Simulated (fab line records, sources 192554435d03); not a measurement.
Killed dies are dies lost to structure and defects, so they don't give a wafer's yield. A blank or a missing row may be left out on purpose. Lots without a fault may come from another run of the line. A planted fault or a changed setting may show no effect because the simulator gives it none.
Chamber matching | flow n5_finfet | N5_MOL_CONTACT_COAG_ETCH_66 on rie_diel-02: 4 sister chambers
The step etches SiARC in CF4, target depth 13 nm, time 21.7 s. 4 wafers are shown with their chamber, then 8 later ones without.

WAFERS WITH THEIR CHAMBER
wafer  | chamber | showerhead_plenum_p_Torr (Torr)
L081.1 | 2       | 2.25
L083.2 | 3       | 2.07
L083.5 | 0       | 2.02
L087.1 | 1       | 2.19

WAFERS WITHOUT THEIR CHAMBER
wafer  | showerhead_plenum_p_Torr (Torr)
L087.4 | 2.06
L087.5 | 2.24
L091.3 | 2.19
L091.4 | 2.19
L091.6 | 2.27
L093.1 | 2.06
L093.4 | 2.27
L093.6 | 2.19

WHICH CHAMBER EACH WENT THROUGH
wafer  | from the rows above | in truth
L087.4 | 3                   | 3
L087.5 | 2                   | 2
L091.3 | 1                   | 1
L091.4 | 1                   | 1
L091.6 | 2                   | 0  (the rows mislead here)
L093.1 | 3                   | 3
L093.4 | 2                   | 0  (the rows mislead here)
L093.6 | 1                   | 1
Placed correctly: 6 of 8. Can't be placed from these rows: 0. Placed wrongly: 2.
How it was worked out, from the rows above alone: a wafer's distance from a chamber is the root of the sum, over the readings, of the square of ((its reading less the chamber's mean) divided by the reading's scatter). The wafer belongs to the nearest chamber; if the next one is less than 2 further off, it can't be placed. A chamber's mean is the mean of its shown wafers. The scatter: with one shown wafer a chamber, the root of the mean of the squares of how far each hidden wafer lies from its nearest shown one.
